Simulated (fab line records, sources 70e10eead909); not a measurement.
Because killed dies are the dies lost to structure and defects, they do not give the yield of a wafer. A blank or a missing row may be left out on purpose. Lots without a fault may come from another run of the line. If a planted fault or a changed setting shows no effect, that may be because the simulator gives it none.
fab line records    flow nand_harc
record lots=7  wafers=21  last_day=35
route steps=1302 shown A_ZERO_WELL@412 A_SOURCE_PLATE@413 A_ONON_D1@424 END@1302
lots with no fault: from the same line, run without faults
start_h: hours from the record's first day to the start of the lot's first wafer shown    wait_h: how many hours have passed since the lot's step before this one    " unchanged from the row above    L1.1+2: a row that stands for several wafers    - no value, or no start given    * or withheld: withheld    < > ~ a bound
route shown NAME@n: NAME is a module with steps in the file, n the number in the route of the first one    usual: mean/standard deviation taken from wafers without a fault    same: alike in all rows    chamber/n: place in a boat    sites: per-site readings    _std_site: the standard deviation of these    _edge_site: outer sites' mean less inner sites'    radius_mm: for every site, how far away it sits from the centre of the wafer    mask NAME#n: copy n    behind: tool/chamber where the wafer was last shaped    hold: what put the lot on hold/how long, in hours/how the hold closed    device: which transistor (n, p or np) failed to switch    end of line: the route-end tests of the same wafers    a step without rows: its recipe alone    killed: dies that structure and defects cost at the first sort, which is not the same as the wafer's yield    map: dies across one wafer; x = killed, . = not, _ = none there
set.NAME: the setting as run; set.NAME@STEP: as run at that earlier step    model.NAME: the simulator's own value behind a step, which no gauge read
certain route steps with their lots: each step a table, each wafer a row
services: a tool's chamber out of use, with start hour (start_h, from the record's first day; less than 0 if before it), hours out, and reason
## steps
# step NHARC_A_ZERO_WELL_INSPECT_17
# usual raw_defect_count=12/6.5
lot.wafer  tool               chamber  start_h  wait_h  raw_defect_count
L844.1     defect_inspect-01  -        141.49   0.2     26
L844.4     "                  -        "        "       13
L844.5     "                  -        "        "       45
L848.2     defect_inspect-01  -        182.20   0.1     13
L848.3     "                  -        "        "       13
L848.5     "                  -        "        "       10
L850.1     defect_inspect-02  -        200.30   0.2     6
L850.2     "                  -        "        "       12
L850.3     "                  -        "        "       9
L852.3     defect_inspect-02  -        216.94   0.1     10
L852.5     "                  -        "        "       7
L852.6     "                  -        "        "       10
L859.4     defect_inspect-02  -        287.67   0.1     14
L859.5     "                  -        "        "       7
L859.6     "                  -        "        "       3
L860.2     defect_inspect-01  -        304.09   0.1     13
L860.3     "                  -        "        "       11
L860.4     "                  -        "        "       34
L867.1     defect_inspect-02  -        378.56   0.2     7
L867.4     "                  -        "        "       21
L867.6     "                  -        "        "       13
# step NHARC_A_SOURCE_PLATE_PRECLEAN_00
# recipe time_s=60  chemistry=HF-LAST
# step NHARC_A_SOURCE_PLATE_SRD_01
# step NHARC_A_SOURCE_PLATE_OXIDE_02
# recipe target_thk_a=100  temp_c=900  ox_time_s=1362  material=SiO2
# step NHARC_A_SOURCE_PLATE_THK_MEAS_09
# recipe thk_meas_gauge=ellipsometry
# usual thk_nm=9.7/1.1
lot.wafer  tool           chamber  start_h  wait_h  thk_nm
L844.1     film_metro-02  -        150.39   0.4     11.4
L844.4     "              -        "        "       10.2
L844.5     "              -        "        "       9.6
L848.2     film_metro-01  -        189.29   0.4     10.6
L848.3     "              -        "        "       9.6
L848.5     "              -        "        "       10.7
L850.1     film_metro-02  -        207.16   0.4     9.8
L850.2     "              -        "        "       10.0
L850.3     "              -        "        "       10.0
L852.3     film_metro-01  -        224.04   0.4     8.1
L852.5     "              -        "        "       9.9
L852.6     "              -        "        "       6.2
L859.4     film_metro-02  -        295.47   0.4     10.2
L859.5     "              -        "        "       7.9
L859.6     "              -        "        "       9.3
L860.2     film_metro-02  -        311.40   0.4     9.1
L860.3     "              -        "        "       9.5
L860.4     "              -        "        "       11.5
L867.1     film_metro-01  -        385.91   0.4     10.5
L867.4     "              -        "        "       10.8
L867.6     "              -        "        "       8.6
# step NHARC_A_SOURCE_PLATE_PVD_04
# recipe target_thk_a=500  material=WSi2
# step NHARC_A_SOURCE_PLATE_CVD_03
# recipe target_thk_a=2000  temp_c=620  pressure_mtorr=200  time_s=4000  material=poly-Si
# step NHARC_A_SOURCE_PLATE_ANNEAL_05
# recipe temp_c=850  time_s=1800
# step NHARC_A_SOURCE_PLATE_THK_MEAS_06
# recipe thk_meas_gauge=ellipsometry
# usual thk_nm=199.8/2
lot.wafer  tool           chamber  start_h  wait_h  thk_nm
L844.1     film_metro-02  -        162.95   0.4     200.1
L844.4     "              -        "        "       201.2
L844.5     "              -        "        "       200.5
L848.2     film_metro-02  -        203.62   0.4     200.5
L848.3     "              -        "        "       200.8
L848.5     "              -        "        "       199.3
L850.1     film_metro-02  -        219.80   0.4     199.3
L850.2     "              -        "        "       197.1
L850.3     "              -        "        "       198.5
L852.3     film_metro-01  -        238.20   0.4     199.2
L852.5     "              -        "        "       197.5
L852.6     "              -        "        "       197.1
L859.4     film_metro-01  -        308.05   0.4     200.4
L859.5     "              -        "        "       201.0
L859.6     "              -        "        "       203.1
L860.2     film_metro-02  -        326.43   0.4     199.3
L860.3     "              -        "        "       199.7
L860.4     "              -        "        "       198.0
L867.1     film_metro-01  -        398.48   0.4     201.9
L867.4     "              -        "        "       203.5
L867.6     "              -        "        "       204.0
# step NHARC_A_SOURCE_PLATE_INSPECT_08
# usual raw_defect_count=60/22
lot.wafer  tool               chamber  start_h  wait_h  raw_defect_count
L844.1     defect_inspect-01  -        163.02   0.0     63
L844.4     "                  -        "        "       49
L844.5     "                  -        "        "       46
L848.2     defect_inspect-01  -        203.73   0.0     36
L848.3     "                  -        "        "       64
L848.5     "                  -        "        "       54
L850.1     defect_inspect-01  -        219.86   0.0     125
L850.2     "                  -        "        "       82
L850.3     "                  -        "        "       88
L852.3     defect_inspect-02  -        238.27   0.0     52
L852.5     "                  -        "        "       54
L852.6     "                  -        "        "       52
L859.4     defect_inspect-01  -        308.11   0.0     82
L859.5     "                  -        "        "       86
L859.6     "                  -        "        "       61
L860.2     defect_inspect-02  -        326.50   0.0     83
L860.3     "                  -        "        "       102
L860.4     "                  -        "        "       126
L867.1     defect_inspect-01  -        398.54   0.0     74
L867.4     "                  -        "        "       59
L867.6     "                  -        "        "       110
# step NHARC_A_ONON_D1_DEP_00
# recipe target_thk_a=10000  n2_flow_sccm=2750  n2o_flow_sccm=2000  nh3_flow_sccm=500  sih4_flow_sccm=210  temp_c=400
# usual n2_flow_sccm=2749/7.3  nh3_flow_sccm=499.8/1.6  susceptor_temp_C=399.96/0.2
lot.wafer  tool           chamber  start_h  wait_h  n2_flow_sccm  nh3_flow_sccm  susceptor_temp_C
L844.1     pecvd_onon-03  0        163.08   0.1     2754          498.8          399.93
L844.4     "              0        "        "       2752          500.3          400.16
L844.5     "              0        "        "       2742          499.2          399.91
L848.2     pecvd_onon-01  0        203.85   0.1     2751          501.0          400.12
L848.3     "              0        "        "       2749          500.0          399.93
L848.5     "              0        "        "       2742          499.4          399.84
L850.1     pecvd_onon-01  0        219.93   0.1     2750          499.3          400.08
L850.2     "              0        "        "       2737          500.5          399.98
L850.3     "              0        "        "       2741          500.3          399.87
L852.3     pecvd_onon-01  0        238.45   0.2     2756          499.3          400.27
L852.5     "              0        "        "       2730          500.2          399.97
L852.6     "              0        "        "       2733          499.8          400.30
L859.4     pecvd_onon-04  0        308.36   0.2     2745          499.4          400.25
L859.5     "              0        "        "       2751          499.4          399.90
L859.6     "              0        "        "       2745          497.2          399.63
L860.2     pecvd_onon-01  0        326.62   0.1     2750          499.5          399.82
L860.3     "              0        "        "       2758          498.9          399.96
L860.4     "              0        "        "       2750          496.6          399.98
L867.1     pecvd_onon-01  0        398.61   0.1     2748          501.0          400.01
L867.4     "              0        "        "       2755          501.4          400.31
L867.6     "              0        "        "       2737          500.3          399.88
# step NHARC_A_ONON_D1_THK_MEAS_02
# recipe thk_meas_gauge=ellipsometry
# usual thk_nm=1001/10
lot.wafer  tool           chamber  start_h  wait_h  thk_nm
L844.1     film_metro-01  -        163.59   -       986
L844.4     "              -        "        "       987
L844.5     "              -        "        "       985
L848.2     film_metro-01  -        204.30   -       1009
L848.3     "              -        "        "       1173
L848.5     "              -        "        "       1007
L850.1     film_metro-02  -        220.44   -       992
L850.2     "              -        "        "       994
L850.3     "              -        "        "       1159
L852.3     film_metro-02  -        238.84   -       1158
L852.5     "              -        "        "       990
L852.6     "              -        "        "       991
L859.4     film_metro-01  -        308.69   -       994
L859.5     "              -        "        "       993
L859.6     "              -        "        "       993
L860.2     film_metro-02  -        327.08   -       1006
L860.3     "              -        "        "       1007
L860.4     "              -        "        "       1006
L867.1     film_metro-01  -        399.11   -       1009
L867.4     "              -        "        "       1009
L867.6     "              -        "        "       1009
# step NHARC_A_ONON_D1_DEP_03
# recipe target_thk_a=10000  n2_flow_sccm=2750  n2o_flow_sccm=2000  nh3_flow_sccm=500  sih4_flow_sccm=210  temp_c=400
# step NHARC_END_SORT_01
# recipe temp_c=25
# usual killed_at_array=44/16  killed_at_other=0.6/1.1  killed_at_periphery=3.9/2.6  killed_dies=48/16  killed_open=3.1/1.9  killed_short=2.4/1.8
# same gross_dies=677
lot.wafer  tool       chamber  start_h  wait_h  killed_at_array  killed_at_other  killed_at_periphery  killed_dies  killed_open  killed_short
L848.3     prober-02  0        595.43   3.1     673              1                3                    677          2            3
L850.3     prober-01  0        612.17   3.1     673              0                4                    677          2            0
L852.3     prober-02  0        625.65   3.1     676              0                1                    677          2            4
L859.4     prober-01  0        706.52   3.4     37               2                8                    47           7            2
# killed by level:class
L848.3 A_ONON_D1:area_dep=658 A_CHANNEL_HOLE_D2:chamber_film_flake=6 A_CONTACT:chamber_film_flake=3 A_STAIRCASE:chamber_film_flake=2 P_CONTACT:geometric_particle:open=1 P_M0:geometric_particle:short=1 A_SOURCE_PLATE:geometric_particle:short=1 A_M0:geometric_particle:open=1
L850.3 A_ONON_D1:area_dep=624 A_CHANNEL_HOLE_D2:chamber_film_flake=25 A_SLIT:chamber_film_flake=17 P_ZERO_WELL:chamber_film_flake=2 A_CHANNEL_HOLE_D1:chamber_film_flake=2 A_WL_FILL:chamber_film_flake=2 P_CONTACT:geometric_particle:open=1 P_M1:geometric_particle:open=1
L852.3 A_ONON_D1:area_dep=609 A_CHANNEL_HOLE_D2:chamber_film_flake=25 A_CHANNEL_HOLE_D1:chamber_film_flake=17 A_CONTACT:chamber_film_flake=9 A_STAIRCASE:chamber_film_flake=6 A_SGD_CUT:chamber_film_flake=2 A_ONON_D1:geometric_particle:short=1 A_CHANNEL_FILL_D2:geometric_particle:short=1
L859.4 A_SLIT:chamber_film_flake=15 P_CONTACT:chamber_film_flake=7 A_CHANNEL_HOLE_D1:chamber_film_flake=7 A_M0:geometric_particle:open=3 A_CONTACT:chamber_film_flake=3 A_ONON_D1:geometric_particle:open=2 A_DECK1_JOINT:chamber_film_flake=2 THIN_TSV:chamber_film_flake=2
# map L848.3 (x killed, . not)
____________x____________
_________xxxxxxx_________
_______xxxxxxxxxxx_______
______xxxxxxxxxxxxx______
_____xxxxxxxxxxxxxxx_____
____xxxxxxxxxxxxxxxxx____
____xxxxxxxxxxxxxxxxx____
___xxxxxxxxxxxxxxxxxxx___
___xxxxxxxxxxxxxxxxxxx___
__xxxxxxxxxxxxxxxxxxxxx__
__xxxxxxxxxxxxxxxxxxxxx__
_xxxxxxxxxxxxxxxxxxxxxxx_
_xxxxxxxxxxxxxxxxxxxxxxx_
_xxxxxxxxxxxxxxxxxxxxxxx_
_xxxxxxxxxxxxxxxxxxxxxxx_
_xxxxxxxxxxxxxxxxxxxxxxx_
xxxxxxxxxxxxxxxxxxxxxxxxx
xxxxxxxxxxxxxxxxxxxxxxxxx
xxxxxxxxxxxxxxxxxxxxxxxxx
xxxxxxxxxxxxxxxxxxxxxxxxx
xxxxxxxxxxxxxxxxxxxxxxxxx
_xxxxxxxxxxxxxxxxxxxxxxx_
_xxxxxxxxxxxxxxxxxxxxxxx_
_xxxxxxxxxxxxxxxxxxxxxxx_
_xxxxxxxxxxxxxxxxxxxxxxx_
_xxxxxxxxxxxxxxxxxxxxxxx_
__xxxxxxxxxxxxxxxxxxxxx__
__xxxxxxxxxxxxxxxxxxxxx__
___xxxxxxxxxxxxxxxxxxx___
___xxxxxxxxxxxxxxxxxxx___
____xxxxxxxxxxxxxxxxx____
____xxxxxxxxxxxxxxxxx____
_____xxxxxxxxxxxxxxx_____
______xxxxxxxxxxxxx______
_______xxxxxxxxxxx_______
_________xxxxxxx_________
____________x____________
# map L850.3 (x killed, . not)
____________x____________
_________xxxxxxx_________
_______xxxxxxxxxxx_______
______xxxxxxxxxxxxx______
_____xxxxxxxxxxxxxxx_____
____xxxxxxxxxxxxxxxxx____
____xxxxxxxxxxxxxxxxx____
___xxxxxxxxxxxxxxxxxxx___
___xxxxxxxxxxxxxxxxxxx___
__xxxxxxxxxxxxxxxxxxxxx__
__xxxxxxxxxxxxxxxxxxxxx__
_xxxxxxxxxxxxxxxxxxxxxxx_
_xxxxxxxxxxxxxxxxxxxxxxx_
_xxxxxxxxxxxxxxxxxxxxxxx_
_xxxxxxxxxxxxxxxxxxxxxxx_
_xxxxxxxxxxxxxxxxxxxxxxx_
xxxxxxxxxxxxxxxxxxxxxxxxx
xxxxxxxxxxxxxxxxxxxxxxxxx
xxxxxxxxxxxxxxxxxxxxxxxxx
xxxxxxxxxxxxxxxxxxxxxxxxx
xxxxxxxxxxxxxxxxxxxxxxxxx
_xxxxxxxxxxxxxxxxxxxxxxx_
_xxxxxxxxxxxxxxxxxxxxxxx_
_xxxxxxxxxxxxxxxxxxxxxxx_
_xxxxxxxxxxxxxxxxxxxxxxx_
_xxxxxxxxxxxxxxxxxxxxxxx_
__xxxxxxxxxxxxxxxxxxxxx__
__xxxxxxxxxxxxxxxxxxxxx__
___xxxxxxxxxxxxxxxxxxx___
___xxxxxxxxxxxxxxxxxxx___
____xxxxxxxxxxxxxxxxx____
____xxxxxxxxxxxxxxxxx____
_____xxxxxxxxxxxxxxx_____
______xxxxxxxxxxxxx______
_______xxxxxxxxxxx_______
_________xxxxxxx_________
____________x____________
## services
tool           chamber  start_h  hours  kind
pecvd_onon-03  -        227.00   13.0   pm
pecvd_onon-01  -        269.03   13.0   pm
pecvd_onon-04  -        311.57   13.0   pm
## key
first_sign step=NHARC_A_ONON_D1_THK_MEAS_02  reading=thk_nm  direction=up  sigmas=16  usual=1001  struck=1164
effect step=NHARC_END_SORT_01  reading=killed_at_array  direction=up  sigmas=40  usual=44  struck=674
more_kills_born_at NHARC_A_ONON_D1_DEP_00@pecvd_onon-01=1891
met_at NHARC_A_ONON_D1_DEP_00
struck_wafers L848.3,L850.3,L852.3
later_rows_left_out L848.3,L850.3,L852.3
tester_left_out L848,L850,L852
fault kind=process_parameter_drift  tool=pecvd_onon-01  chamber=-  onset_h=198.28  steps=NHARC_A_ONON_D1_DEP_00  channel=target_thk_a  offset=*  shape=step  end_h=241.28  scope=struck_wafers_only  acts_in=*  stated=*
# tester_left_out: of these lots the tester's yield and bins aren't shown, on N5 and GAA mostly nor the transistor test; their killed dies are dies lost to structure and defects alone, not to doping, threshold or leakage, so they don't give the yield
# later_rows_left_out: the simulator's readings of these wafers behind a module that went badly wrong aren't trusted and aren't shown, but for the sort
